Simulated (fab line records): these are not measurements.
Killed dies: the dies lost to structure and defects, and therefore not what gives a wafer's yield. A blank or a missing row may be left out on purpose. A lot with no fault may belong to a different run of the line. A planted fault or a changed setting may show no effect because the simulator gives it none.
Matching of chambers || flow n5 finfet || N5_BEOL_M0_SAQP_MANDREL_ETCH_103 on rie si-01 has 4 sister chambers
The step etches a-Si in HBr/Cl2, stops on SiCN, target depth 45 nm, bt time 10 s, time 27 s. 14 wafers are shown with their chamber, then 7 later ones without.

== EACH WAFER AND ITS CHAMBER ==
{"wafer": "L075.2", "chamber": 3, "drypump motor current A (A)": 6.6, "throttle valve pct (%)": 34.76, "he backside leak sccm (sccm)": 2.31}
{"wafer": "L075.3", "chamber": 1, "drypump motor current A (A)": 5.4, "throttle valve pct (%)": 35.47, "he backside leak sccm (sccm)": 2.98}
{"wafer": "L075.5", "chamber": 0, "drypump motor current A (A)": 5.7, "throttle valve pct (%)": 35.17, "he backside leak sccm (sccm)": 2.67}
{"wafer": "L076.1", "chamber": 0, "drypump motor current A (A)": 5.7, "throttle valve pct (%)": 35.16, "he backside leak sccm (sccm)": 2.62}
{"wafer": "L076.4", "chamber": 3, "drypump motor current A (A)": 6.6, "throttle valve pct (%)": 34.75, "he backside leak sccm (sccm)": 2.41}
{"wafer": "L076.5", "chamber": 0, "drypump motor current A (A)": 5.7, "throttle valve pct (%)": 35.13, "he backside leak sccm (sccm)": 2.64}
{"wafer": "L079.2", "chamber": 2, "drypump motor current A (A)": 6.2, "throttle valve pct (%)": 35.37, "he backside leak sccm (sccm)": 2.72}
{"wafer": "L079.4", "chamber": 2, "drypump motor current A (A)": 6.2, "throttle valve pct (%)": 35.38, "he backside leak sccm (sccm)": 2.72}
{"wafer": "L079.6", "chamber": 3, "drypump motor current A (A)": 6.6, "throttle valve pct (%)": 34.75, "he backside leak sccm (sccm)": 2.54}
{"wafer": "L081.2", "chamber": 3, "drypump motor current A (A)": 6.6, "throttle valve pct (%)": 34.76, "he backside leak sccm (sccm)": 2.36}
{"wafer": "L081.3", "chamber": 1, "drypump motor current A (A)": 5.4, "throttle valve pct (%)": 35.47, "he backside leak sccm (sccm)": 2.73}
{"wafer": "L081.5", "chamber": 0, "drypump motor current A (A)": 5.8, "throttle valve pct (%)": 35.16, "he backside leak sccm (sccm)": 2.63}
{"wafer": "L082.4", "chamber": 2, "drypump motor current A (A)": 6.2, "throttle valve pct (%)": 35.37, "he backside leak sccm (sccm)": 2.64}
{"wafer": "L082.5", "chamber": 1, "drypump motor current A (A)": 5.4, "throttle valve pct (%)": 35.49, "he backside leak sccm (sccm)": 2.86}

SIGNATURES (averages over the wafers above)
{"reading": "drypump motor current A", "chamber 0": 5.725, "chamber 1": 5.400, "chamber 2": 6.200, "chamber 3": 6.600, "scatter within a chamber": 0.0274}
{"reading": "throttle valve pct", "chamber 0": 35.1550, "chamber 1": 35.4767, "chamber 2": 35.3733, "chamber 3": 34.7550, "scatter within a chamber": 0.0115}
{"reading": "he backside leak sccm", "chamber 0": 2.6400, "chamber 1": 2.8567, "chamber 2": 2.6933, "chamber 3": 2.4050, "scatter within a chamber": 0.0814}
Rule: a wafer lies at a distance from a chamber equal to the root of the sum of squares, over the readings, of (its reading less the chamber's mean, divided by the reading's scatter). If the next closest chamber is less than 2 further off than the closest, the wafer can't be placed; otherwise it belongs to the closest. The scatter: take each reading less its chamber's mean, square it, sum over the shown wafers, divide by the number of wafers less the number of chambers, and take the root.

== WAFERS WHOSE CHAMBER IS MISSING ==
{"wafer": "L082.6", "drypump motor current A (A)": 5.8, "throttle valve pct (%)": 35.17, "he backside leak sccm (sccm)": 2.64}
{"wafer": "L083.2", "drypump motor current A (A)": 5.5, "throttle valve pct (%)": 35.46, "he backside leak sccm (sccm)": 2.67}
{"wafer": "L083.3", "drypump motor current A (A)": 5.7, "throttle valve pct (%)": 35.16, "he backside leak sccm (sccm)": 2.55}
{"wafer": "L083.5", "drypump motor current A (A)": 5.7, "throttle valve pct (%)": 35.16, "he backside leak sccm (sccm)": 2.63}
{"wafer": "L088.2", "drypump motor current A (A)": 6.2, "throttle valve pct (%)": 35.40, "he backside leak sccm (sccm)": 2.66}
{"wafer": "L088.5", "drypump motor current A (A)": 6.6, "throttle valve pct (%)": 34.73, "he backside leak sccm (sccm)": 2.41}
{"wafer": "L088.6", "drypump motor current A (A)": 6.2, "throttle valve pct (%)": 35.35, "he backside leak sccm (sccm)": 2.73}

== CHAMBER TAKEN BY EACH ==
{"wafer": "L082.6", "from the rows above": 0, "in truth": 0}
{"wafer": "L083.2", "from the rows above": 1, "in truth": 1}
{"wafer": "L083.3", "from the rows above": 0, "in truth": 0}
{"wafer": "L083.5", "from the rows above": 0, "in truth": 0}
{"wafer": "L088.2", "from the rows above": 2, "in truth": 2}
{"wafer": "L088.5", "from the rows above": 3, "in truth": 3}
{"wafer": "L088.6", "from the rows above": 2, "in truth": 2}
Correct placement for 7 of the 7. Can't be placed from these rows: 0. Number placed wrongly: 0.
